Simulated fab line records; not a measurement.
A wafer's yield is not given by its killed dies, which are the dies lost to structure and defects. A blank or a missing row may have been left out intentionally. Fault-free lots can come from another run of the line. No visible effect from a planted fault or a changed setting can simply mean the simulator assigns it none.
A lot that was struck, set against a sound lot ; flow n5_finfet ; 15 steps out of a route of 1938
Sound: wafers L927.2, L927.4, L927.6. Struck: wafers L921.5, L921.6. (L921.4 of the same lot was not struck and is left out.) The cause comes at the end.
Order at every step that has rows: each side's tool, ch and its chambers, its first start. Under that, the readings that differ: sound wafers ; struck wafers ; difference of the means ; sigmas: that difference in standard deviations of wafers without a fault.
alike: same words and numbers on both sides, and readings whose means sit less than 2 such deviations apart. not compared: any withheld reading, any reading some wafer has no value for, any bound like >300 that may hide the same value, and any number with overlapping values for which the record gives no deviation.
Wherever a step has rows on one side only, a row that says differs or no value, or a row with sigmas, the two part there. Numbers that don't overlap but have no deviation are shown without sigmas and don't part them. A reading missing from all wafers of one side parts the sides only when that side holds two or more wafers.

first, 8 steps without rows for these wafers: N5_BEOL_M6_COAT_59 (time 60 s, resist thk 100 nm); N5_BEOL_M6_COAT_60 (time 60 s, resist thk 35 nm); N5_BEOL_M6_COAT_05 (resist thk 90 nm); N5_BEOL_M6_EBR_07; N5_BEOL_M6_SOFTBAKE_06 (time 60 s); N5_BEOL_M6_EXPOSE_08 (exposes mask M6); N5_BEOL_M6_PEB_09 (peb time 60 s); N5_BEOL_M6_DEVELOP_10 (develop time 30 s).
N5_BEOL_M6_CD_MEAS_11: the cd target is 38.5 nm.
  sound on cd_sem-02 ch 0, day 12 04:13; struck on cd_sem-01 ch 0, day 10 23:25
  alike: cd_nm
N5_BEOL_M6_OVL_MEAS_12:
  sound on overlay-01 ch 0, day 12 04:15; struck on overlay-02 ch 0, day 10 23:26
  alike: M6_OVL
N5_BEOL_M6_INSPECT_13: inspects for defects (brightfield).
  sound on defect_inspect-02, day 12 04:16; struck on defect_inspect-01, day 10 23:28
  alike: raw_defect_count
N5_BEOL_M6_DESCUM_16: chemistry O2, time 7.9 s.
  sound on rie_diel-05 ch 0,1,2, day 12 04:19; struck on rie_diel-04 ch 2,3, day 10 23:31
reading;sound;struck;difference;sigmas
showerhead_plenum_p_Torr (Torr);2.12 2.25 2.21;2.00 2.03;-0.18;-2
  alike: drypump_motor_current_A, o2_flow_sccm, oes_product_au, rf_vpp_V, throttle_valve_pct
  not compared: rf_hours_counter_h
N5_BEOL_M6_ETCH_61: etches SiARC in CF4, target depth 45.5 nm, time 75.8 s.
  sound on rie_diel-05 ch 0,1,2, day 12 04:20; struck on rie_diel-04 ch 2,3, day 10 23:33
reading;sound;struck;difference;sigmas
etch_rf_on_time_s (s);74.8 70.6 73.2;48.8 49.0;-24.0;-10
showerhead_plenum_p_Torr (Torr);2.15 2.27 2.25;2.07 2.08;-0.15;-2
  alike: drypump_motor_current_A, oes_product_au, rf_vpp_V, throttle_valve_pct
  not compared: rf_hours_counter_h
N5_BEOL_M6_ETCH_62: etches SOC in N2/H2, target depth 110 nm, overetch 22 nm, time 165 s.
  sound on rie_diel-05 ch 0,1,2, day 12 04:24; struck on rie_diel-04 ch 2,3, day 10 23:39
reading;sound;struck;difference;sigmas
showerhead_plenum_p_Torr (Torr);2.56 2.71 2.71;2.44 2.48;-0.20;-2
  alike: drypump_motor_current_A, oes_product_au, rf_vpp_V, throttle_valve_pct
  not compared: rf_hours_counter_h
-- a jump in the record: the struck wafers' starts before and after are 4 days apart (it breaks off in module BEOL_M6 and resumes in module PASSIVATION, where the first step shown is number 1936 of the route) --
N5_PASSIVATION_PROBE_49:
  sound on prober-02, day 15 23:16; struck on prober-01, day 14 11:55
  alike: defect_limited_yield, killed_at_M0_to_M3, killed_at_M4_up, killed_at_contacts, killed_at_front_end, killed_at_other, killed_dies, killed_open, killed_short, sort_bin_4_leakage, sort_bin_5_function, sort_bin_6_memory, sort_bin_8_speed, sort_n_pass, sort_yield_pct

## WHERE THEY PART
At N5_BEOL_M6_DESCUM_16 first; at N5_BEOL_M6_ETCH_62 last (within this record only). Later steps at which nothing parts them and some readings are alike: N5_PASSIVATION_PROBE_49.

WHY: what had been put in by the simulator
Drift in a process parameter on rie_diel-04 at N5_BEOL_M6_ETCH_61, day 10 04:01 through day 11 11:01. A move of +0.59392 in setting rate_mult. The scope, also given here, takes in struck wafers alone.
